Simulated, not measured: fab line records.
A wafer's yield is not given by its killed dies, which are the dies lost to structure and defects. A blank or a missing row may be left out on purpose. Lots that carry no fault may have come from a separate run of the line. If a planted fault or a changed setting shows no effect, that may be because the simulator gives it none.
What tool caused it? | flow n5 finfet | 72 wafers from 24 lots sampled at 5 of the route's 1938 steps

## WHAT THE GAUGES SHOWED, per wafer
N5_SD_EPI_P_EPI_MEAS_23. Usual: thk nm at 60.8 nm, with a standard deviation of 1.1.
lot  | measured    | on            | thk nm (nm)    | flag
L074 | day 3 10:07 | film metro-01 | 61.2 60.8 60.7 |
L075 | day 3 18:07 | film metro-02 | 56.4 59.9 60.7 |
L076 | day 3 23:46 | film metro-02 | 60.8 61.8 61.1 |
L077 | day 4 03:55 | film metro-01 | 62.1 60.3 61.2 |
L078 | day 4 10:35 | film metro-01 | 60.0 61.9 59.6 |
L079 | day 4 17:36 | film metro-02 | 60.1 60.5 60.4 |
L080 | day 4 22:11 | film metro-02 | 62.4 62.0 60.3 |
L081 | day 5 02:50 | film metro-02 | 61.8 59.9 58.0 |
L082 | day 5 08:26 | film metro-01 | 59.9 58.9 62.8 |
L083 | day 5 14:57 | film metro-01 | 62.1 59.5 60.7 |
L084 | day 5 23:04 | film metro-01 | 60.6 60.2 61.8 |
L085 | day 6 07:17 | film metro-01 | 60.7 61.0 61.3 |
L086 | day 6 17:41 | film metro-01 | 61.0 60.9 59.8 |
L087 | day 6 18:50 | film metro-02 | 61.3 62.6 60.4 |
L088 | day 6 23:52 | film metro-01 | 61.3 60.9 59.9 |
L089 | day 7 01:43 | film metro-02 | 61.6 62.4 61.1 |
L090 | day 7 08:46 | film metro-01 | 58.8 59.4 60.0 |
L091 | day 7 14:31 | film metro-02 | 62.7 59.1 59.8 |
L092 | day 8 01:33 | film metro-02 | 59.7 60.5 61.0 |
L093 | day 8 04:04 | film metro-02 | 61.4 59.9 59.5 |
L094 | day 8 09:55 | film metro-02 | 62.6 61.0 61.5 |
L095 | day 8 17:17 | film metro-02 | 61.3 61.9 60.1 |
L096 | day 9 02:29 | film metro-02 | 60.5 62.7 59.4 |
L097 | day 9 06:46 | film metro-02 | 60.5 62.0 61.5 |

N5_SD_ACTIVATION_INSPECT_02: inspects for defects (darkfield). Usual: raw defect count at 175, with a standard deviation of 34.
lot  | measured    | on                | raw defect count | flag
L074 | day 3 11:04 | defect inspect-02 | 177 172 155      |
L075 | day 3 19:02 | defect inspect-02 | 153 171 145      |
L076 | day 4 00:41 | defect inspect-01 | 129 148 137      |
L077 | day 4 04:50 | defect inspect-01 | 165 159 138      |
L078 | day 4 11:31 | defect inspect-02 | 159 154 238      |
L079 | day 4 18:45 | defect inspect-02 | 114 220 208      |
L080 | day 4 23:11 | defect inspect-01 | 230 170 185      |
L081 | day 5 03:47 | defect inspect-01 | 177 111 122      |
L082 | day 5 09:22 | defect inspect-02 | 167 157 174      |
L083 | day 5 15:53 | defect inspect-02 | 165 186 144      |
L084 | day 6 00:07 | defect inspect-01 | 153 151 184      |
L085 | day 6 08:13 | defect inspect-01 | 176 200 204      |
L086 | day 6 19:03 | defect inspect-02 | 127 190 126      |
L087 | day 6 19:57 | defect inspect-01 | 174 198 183      |
L088 | day 7 01:03 | defect inspect-01 | 143 169 193      |
L089 | day 7 03:13 | defect inspect-01 | 199 167 152      |
L090 | day 7 10:03 | defect inspect-01 | 211 248 166      |
L091 | day 7 15:35 | defect inspect-01 | 217 181 187      |
L092 | day 8 02:28 | defect inspect-01 | 140 117 147      |
L093 | day 8 05:00 | defect inspect-01 | 226 197 172      |
L094 | day 8 10:50 | defect inspect-02 | 178 145 197      |
L095 | day 8 18:24 | defect inspect-01 | 207 227 195      |
L096 | day 9 03:25 | defect inspect-01 | 186 154 204      |
L097 | day 9 07:41 | defect inspect-01 | 193 185 157      |

N5_ILD0_THK_MEAS_04. Usual: thk nm at 197.5 nm, with a standard deviation of 1.4.
lot  | measured    | on            | thk nm (nm)       | flag
L074 | day 3 15:03 | film metro-02 | 197.7 197.3 194.6 |
L075 | day 3 21:45 | film metro-02 | 197.6 198.8 197.9 |
L076 | day 4 03:45 | film metro-01 | 196.3 196.3 198.3 |
L077 | day 4 07:55 | film metro-02 | 199.6 195.8 195.1 |
L078 | day 4 14:40 | film metro-01 | 200.8 202.3 198.5 |
L079 | day 4 21:28 | film metro-02 | 197.1 198.1 199.4 |
L080 | day 5 02:48 | film metro-01 | 199.3 198.9 195.6 |
L081 | day 5 06:55 | film metro-01 | 196.9 198.5 199.8 |
L082 | day 5 12:04 | film metro-01 | 197.3 199.7 196.5 |
L083 | day 5 18:35 | film metro-01 | 199.9 197.0 196.1 |
L084 | day 6 02:54 | film metro-01 | 196.1 197.3 197.4 |
L085 | day 6 10:55 | film metro-02 | 197.9 198.3 196.2 |
L086 | day 6 21:45 | film metro-01 | 199.3 198.1 200.1 |
L087 | day 6 23:16 | film metro-01 | 197.0 196.3 197.6 |
L088 | day 7 03:58 | film metro-01 | 196.9 197.2 196.3 |
L089 | day 7 06:24 | film metro-02 | 197.9 199.1 199.1 |
L090 | day 7 12:45 | film metro-01 | 197.5 195.8 200.5 |
L091 | day 7 18:17 | film metro-01 | 195.9 197.5 198.8 |
L092 | day 8 05:35 | film metro-01 | 196.6 196.9 197.9 |
L093 | day 8 07:42 | film metro-01 | 198.3 197.2 195.9 |
L094 | day 8 13:33 | film metro-01 | 195.7 196.4 196.2 |
L095 | day 8 21:55 | film metro-01 | 196.7 196.0 197.8 |
L096 | day 9 06:50 | film metro-02 | 198.8 197.7 195.8 |
L097 | day 9 10:47 | film metro-02 | 196.7 199.2 197.3 |

N5_SDB_CD_MEAS_11: the cd target is 50 nm. Usual: cd nm at 50.4 nm, with a standard deviation of 1.4.
lot  | measured    | on        | cd nm (nm)     | flag
L074 | day 3 19:34 | cd sem-01 | 49.7 52.4 51.0 |
L075 | day 4 01:56 | cd sem-03 | 51.7 51.0 51.0 |
L076 | day 4 07:49 | cd sem-03 | 50.9 50.6 50.9 |
L077 | day 4 11:58 | cd sem-02 | 50.9 50.2 51.1 |
L078 | day 4 18:36 | cd sem-03 | 49.1 49.3 48.8 |
L079 | day 5 01:55 | cd sem-01 | 52.3 50.9 50.7 |
L080 | day 5 07:12 | cd sem-03 | 50.3 50.7 50.0 |
L081 | day 5 10:50 | cd sem-01 | 47.8 47.0 47.0 |
L082 | day 5 16:21 | cd sem-02 | 51.1 48.7 49.7 |
L083 | day 5 22:49 | cd sem-01 | 49.8 51.5 52.1 |
L084 | day 6 07:03 | cd sem-02 | 50.3 50.2 52.1 |
L085 | day 6 14:50 | cd sem-02 | 50.3 50.5 49.8 |
L086 | day 7 01:53 | cd sem-03 | 52.8 51.2 52.4 |
L087 | day 7 03:20 | cd sem-01 | 51.4 50.4 50.6 |
L088 | day 7 08:19 | cd sem-03 | 50.6 49.5 50.0 |
L089 | day 7 10:27 | cd sem-01 | 51.9 51.6 52.1 |
L090 | day 7 16:48 | cd sem-03 | 51.5 53.7 52.4 |
L091 | day 7 22:20 | cd sem-03 | 49.2 51.0 52.2 |
L092 | day 8 09:57 | cd sem-03 | 48.0 48.6 49.9 |
L093 | day 8 11:52 | cd sem-02 | 51.1 53.2 50.2 |
L094 | day 8 18:11 | cd sem-03 | 52.0 51.6 51.6 |
L095 | day 9 01:58 | cd sem-03 | 50.2 51.7 50.4 |
L096 | day 9 11:01 | cd sem-02 | 50.9 50.9 47.8 |
L097 | day 9 14:43 | cd sem-01 | 49.4 50.7 48.9 |

## WHAT TOOL EACH LOT RAN ON (gives the tool, then ch and the chambers of the sampled wafers, and finally the start)
lot  | N5_ILD0_ALD_15
L074 | ald sin-03 ch 1,2,3, day 3 16:33
L075 | ald sin-02 ch 0,1, day 3 22:55
L076 | ald sin-02 ch 0,2,3, day 4 04:49
L077 | ald sin-04 ch 0,2, day 4 08:57
L078 | ald sin-04 ch 0,2,3, day 4 15:43
L079 | ald sin-02 ch 0,1,3, day 4 22:55
L080 | ald sin-04 ch 1,2,3, day 5 04:19
L081 | ald sin-02 ch 0,1,2, day 5 07:58
L082 | ald sin-03 ch 1,2,3, day 5 13:26
L083 | ald sin-03 ch 0,1,3, day 5 19:56
L084 | ald sin-03 ch 1,2,3, day 6 04:10
L085 | ald sin-02 ch 2,3, day 6 11:58
L086 | ald sin-04 ch 0,1,3, day 6 23:01
L087 | ald sin-02 ch 0,2, day 7 00:19
L088 | ald sin-04 ch 2,3, day 7 05:16
L089 | ald sin-04 ch 0,1,2, day 7 07:27
L090 | ald sin-04 ch 0,1,3, day 7 13:47
L091 | ald sin-03 ch 0,2, day 7 19:20
L092 | ald sin-04 ch 1,2,3, day 8 06:59
L093 | ald sin-03 ch 1,2, day 8 08:52
L094 | ald sin-03 ch 0,1,2, day 8 15:11
L095 | ald sin-02 ch 0,2,3, day 8 22:58
L096 | ald sin-03 ch 0,2,3, day 9 07:59
L097 | ald sin-03 ch 0,2,3, day 9 11:49
- N5_ILD0_ALD_15: deposits SiNx, target thk 24 nm, pulse time 1 s, ald cycles 480.

## AS READ BY THE TOOLS THEMSELVES (means over the sampled wafers that have a number; for cases with no such wafer, the mark the record gives instead)
N5_ILD0_ALD_15. Usual: heater power w 827 W, standard deviation 59; precursor pulse height rel 1.002, standard deviation 0.021.
lot  | tool       | heater power w (W) | precursor pulse height rel | flag
L074 | ald sin-03 | 823                | 0.990                      |
L075 | ald sin-02 | 770                | 0.983                      |
L076 | ald sin-02 | 788                | 0.998                      |
L077 | ald sin-04 | 885                | 1.024                      |
L078 | ald sin-04 | 902                | 0.978                      |
L079 | ald sin-02 | 771                | 0.994                      |
L080 | ald sin-04 | 896                | 1.007                      |
L081 | ald sin-02 | 748                | 1.002                      |
L082 | ald sin-03 | 837                | 1.010                      |
L083 | ald sin-03 | 843                | 1.003                      |
L084 | ald sin-03 | 825                | 1.011                      |
L085 | ald sin-02 | 792                | 0.974                      |
L086 | ald sin-04 | 894                | 0.998                      |
L087 | ald sin-02 | 782                | 1.006                      |
L088 | ald sin-04 | 912                | 1.003                      |
L089 | ald sin-04 | 873                | 1.020                      |
L090 | ald sin-04 | 879                | 1.001                      |
L091 | ald sin-03 | 805                | 0.996                      |
L092 | ald sin-04 | 888                | 0.991                      |
L093 | ald sin-03 | 805                | 0.995                      |
L094 | ald sin-03 | 815                | 0.988                      |
L095 | ald sin-02 | 784                | 0.986                      |
L096 | ald sin-03 | 821                | 0.976                      |
L097 | ald sin-03 | 820                | 1.004                      |

## THE ANSWER, worked out from the rows above alone
Rule: lot off if the mean of its wafers having a number is beyond 3 standard deviations from the usual mean. Also off: a lot with no number at a reading for which 4 or more lots have one. All remaining lots with rows at the step are treated as sound. After the gauges, taken in route order, come the tools' own readings; for these a lot's mean is taken, as printed above. At the first step where some lot is off, the reading lying furthest off is the one used; lots without a number count as furthest.
None of the lots is off at any reading shown; this tells nothing.

## WHAT THE SIMULATOR HAD PUT IN
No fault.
